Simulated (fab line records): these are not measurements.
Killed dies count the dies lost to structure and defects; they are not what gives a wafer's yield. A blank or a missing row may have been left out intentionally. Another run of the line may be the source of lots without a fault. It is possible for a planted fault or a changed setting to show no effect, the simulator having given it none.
Which tool was responsible? :: flow nandHarc :: 12 lots, 36 wafers sampled, at 1 step of a route of 1302

== WHAT THE GAUGES SHOWED, per wafer ==
NHARC_A_ONON_D2_THK_MEAS_34: measures by ellipsometry.
lot: L075
measured: day 13 18:31
on: filmMetro-02
thkNm (nm): 198.1 200.8 202.9

lot: L077
measured: day 14 12:28
on: filmMetro-01
thkNm (nm): 202.9 203.1 199.8

lot: L080
measured: day 15 02:14
on: filmMetro-02
thkNm (nm): 196.5 203.0 204.6

lot: L081
measured: day 15 20:24
on: filmMetro-01
thkNm (nm): 200.1 203.2 201.4

lot: L083
measured: day 16 17:13
on: filmMetro-01
thkNm (nm): 201.4 201.7 203.0

lot: L085
measured: day 17 01:05
on: filmMetro-01
thkNm (nm): 200.8 202.8 201.2

lot: L086
measured: day 18 01:11
on: filmMetro-02
thkNm (nm): 203.0 201.7 201.0

lot: L089
measured: day 18 22:37
on: filmMetro-02
thkNm (nm): 197.9 198.1 201.2

lot: L091
measured: day 20 02:59
on: filmMetro-01
thkNm (nm): 197.6 196.3 200.6

lot: L093
measured: day 21 01:13
on: filmMetro-02
thkNm (nm): 200.0 195.9 202.1

lot: L095
measured: day 21 20:34
on: filmMetro-02
thkNm (nm): 200.4 200.1 198.2

lot: L096
measured: day 22 05:13
on: filmMetro-02
thkNm (nm): 203.0 201.3 201.2

== EACH LOT AND THE TOOL THAT RAN IT (in order: tool; ch and the chambers of the sampled wafers; start) ==
Before these readings, the record contains no process step.

== THE ANSWER, worked out from the rows above alone ==
Rule: the lots themselves supply what counts as usual. The widest of any qualifying gaps counts: lots, ordered by their means at a reading, are off when they make up no more than a third of the lots, leave a main group of 4 or more, and stand apart from it by 3 or more times the standard deviation of that group's means. A main group whose means are all the same, to the digits that the tables above print for the reading, isn't used. Also off: a lot with no number at a reading for which 4 or more lots have one. The other lots that the step has rows for count as sound.
Across all readings shown, no lot is off: no conclusion can be drawn from this.

== WHAT THE SIMULATOR PUT IN ==
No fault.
